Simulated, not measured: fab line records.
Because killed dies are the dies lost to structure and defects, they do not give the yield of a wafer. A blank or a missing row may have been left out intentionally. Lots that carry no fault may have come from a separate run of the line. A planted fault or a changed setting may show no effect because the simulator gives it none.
Check for tools in common + flow nand_harc + Sample size 13 lots and 38 wafers

== WHAT PROMPTED THE OPENING ==
Flagged at NHARC_A_M1_OVL_MEAS_10: reading overlay_x_nm, on 2 of 13 lots. Wafers without a fault read 0.1 nm, standard deviation 0.8.
Rule: a lot gets a flag if all its wafers with a number sit over 4 standard deviations from that mean, or if no wafer of it has a number. The other lots count as sound.

| lot  | measured     | on         | overlay_x_nm (nm), wafer by wafer | flag    |
|------|--------------|------------|-----------------------------------|---------|
| L623 | day 22 22:28 | overlay-01 | 0.3 0.6 0.3                       |         |
| L625 | day 23 13:55 | overlay-02 | -0.7 -0.2 -1.0                    |         |
| L627 | day 24 02:54 | overlay-02 | 0.4 0.2 0.4                       |         |
| L629 | day 24 11:17 | overlay-02 | -0.6 -0.6 -0.6                    |         |
| L630 | day 25 14:00 | overlay-02 | -1.0 -1.6 -1.3                    |         |
| L632 | day 26 08:02 | overlay-02 | -0.9 0.6 0.1                      |         |
| L634 | day 27 23:02 | overlay-02 | 1.9 1.5 2.1                       |         |
| L636 | day 28 00:13 | overlay-01 | -0.1 -0.3 -0.7                    |         |
| L635 | day 28 07:25 | overlay-01 | 0.2 0.7 0.1                       |         |
| L640 | day 29 13:38 | overlay-01 | 14.2 14.3 14.4                    | FLAGGED |
| L639 | day 29 18:46 | overlay-01 | 13.8 13.9                         | FLAGGED |
| L642 | day 30 06:50 | overlay-01 | -0.2 -0.8 -0.7                    |         |
| L643 | day 31 08:04 | overlay-02 | 0.4 1.0 1.0                       |         |
The numbers of the flagged lots are 14.1 nm on average: +14.0 nm against the usual, or +18 standard deviations.

== WHICH TOOL EACH LOT WENT THROUGH ==
Before the reading, the record contains 2 process steps out of a 1302-step route. Read each cell as the tool, then ch plus the chambers that the sampled wafers visited, then the start.
| lot  | flag    | NHARC_A_M0_DESCUM_14               | NHARC_A_M1_EXPOSE_06               |
|------|---------|------------------------------------|------------------------------------|
| L623 |         | rie_diel-05 ch 0,1, day 22 18:30   | arfi_scanner-02 ch 0, day 22 22:14 |
| L625 |         | rie_diel-06 ch 0,1, day 23 09:56   | arfi_scanner-01 ch 0, day 23 13:41 |
| L627 |         | rie_diel-06 ch 1,2,3, day 23 23:01 | arfi_scanner-01 ch 0, day 24 02:40 |
| L629 |         | rie_diel-05 ch 1,2,3, day 24 07:19 | arfi_scanner-03 ch 0, day 24 11:04 |
| L630 |         | rie_diel-04 ch 0,1,3, day 25 09:59 | arfi_scanner-01 ch 0, day 25 13:46 |
| L632 |         | rie_diel-04 ch 0,2,3, day 26 04:13 | arfi_scanner-03 ch 0, day 26 07:49 |
| L634 |         | rie_diel-04 ch 0,1,2, day 27 19:06 | arfi_scanner-01 ch 0, day 27 22:49 |
| L636 |         | rie_diel-04 ch 1,2, day 27 20:10   | arfi_scanner-03 ch 0, day 27 23:59 |
| L635 |         | rie_diel-04 ch 0,1,2, day 28 03:34 | arfi_scanner-03 ch 0, day 28 07:12 |
| L640 | FLAGGED | rie_diel-06 ch 0,2,3, day 29 09:49 | arfi_scanner-01 ch 0, day 29 13:25 |
| L639 | FLAGGED | rie_diel-05 ch 0,3, day 29 14:59   | arfi_scanner-01 ch 0, day 29 18:32 |
| L642 |         | rie_diel-04 ch 0,2,3, day 30 02:52 | arfi_scanner-03 ch 0, day 30 06:36 |
| L643 |         | rie_diel-06 ch 1,2, day 31 04:07   | arfi_scanner-02 ch 0, day 31 07:51 |
These steps, and what they do:
- NHARC_A_M0_DESCUM_14: chemistry O2, time 3 s.
- NHARC_A_M1_EXPOSE_06: exposes mask A M1, target cd 120 nm.
- NHARC_A_M1_OVL_MEAS_10: pitch 240 nm.

== FLAGGED OVER TOTAL, TOOL BY TOOL (the gauges that took the reading come last) ==
| step                   | tool            | lots run | flagged | share of the flagged lots | sound lots run after its first flagged lot |
|------------------------|-----------------|----------|---------|---------------------------|--------------------------------------------|
| NHARC_A_M0_DESCUM_14   | rie_diel-04     | 6        | 0       | none                      | -                                          |
| NHARC_A_M0_DESCUM_14   | rie_diel-05     | 3        | 1       | some                      | 0                                          |
| NHARC_A_M0_DESCUM_14   | rie_diel-06     | 4        | 1       | some                      | 1 (L643)                                   |
| NHARC_A_M1_EXPOSE_06   | arfi_scanner-01 | 6        | 2       | all                       | 0                                          |
| NHARC_A_M1_EXPOSE_06   | arfi_scanner-02 | 2        | 0       | none                      | -                                          |
| NHARC_A_M1_EXPOSE_06   | arfi_scanner-03 | 5        | 0       | none                      | -                                          |
| NHARC_A_M1_OVL_MEAS_10 | overlay-01      | 6        | 2       | all                       | 1 (L642)                                   |
| NHARC_A_M1_OVL_MEAS_10 | overlay-02      | 7        | 0       | none                      | -                                          |

== WHAT THE TABLE PERMITS ==
Rows of the table that ran all the flagged lots, 2 in number: arfi_scanner-01 at NHARC_A_M1_EXPOSE_06; overlay-01 at NHARC_A_M1_OVL_MEAS_10.
- arfi_scanner-01 at NHARC_A_M1_EXPOSE_06: 2 of its 6 lots flagged. Its last sound lot is L634 (day 27 22:49), its first flagged lot L640 (day 29 13:25): a fault that began between those two fits.
- overlay-01 at NHARC_A_M1_OVL_MEAS_10: 2 of its 6 lots flagged. Lots that were sound ran on it after the first flagged one (L642); a persistent fault on the entire tool would not allow that.
arfi_scanner-01 at NHARC_A_M1_EXPOSE_06 is the single tool remaining.

== WHAT THE SIMULATOR HAD PUT IN ==
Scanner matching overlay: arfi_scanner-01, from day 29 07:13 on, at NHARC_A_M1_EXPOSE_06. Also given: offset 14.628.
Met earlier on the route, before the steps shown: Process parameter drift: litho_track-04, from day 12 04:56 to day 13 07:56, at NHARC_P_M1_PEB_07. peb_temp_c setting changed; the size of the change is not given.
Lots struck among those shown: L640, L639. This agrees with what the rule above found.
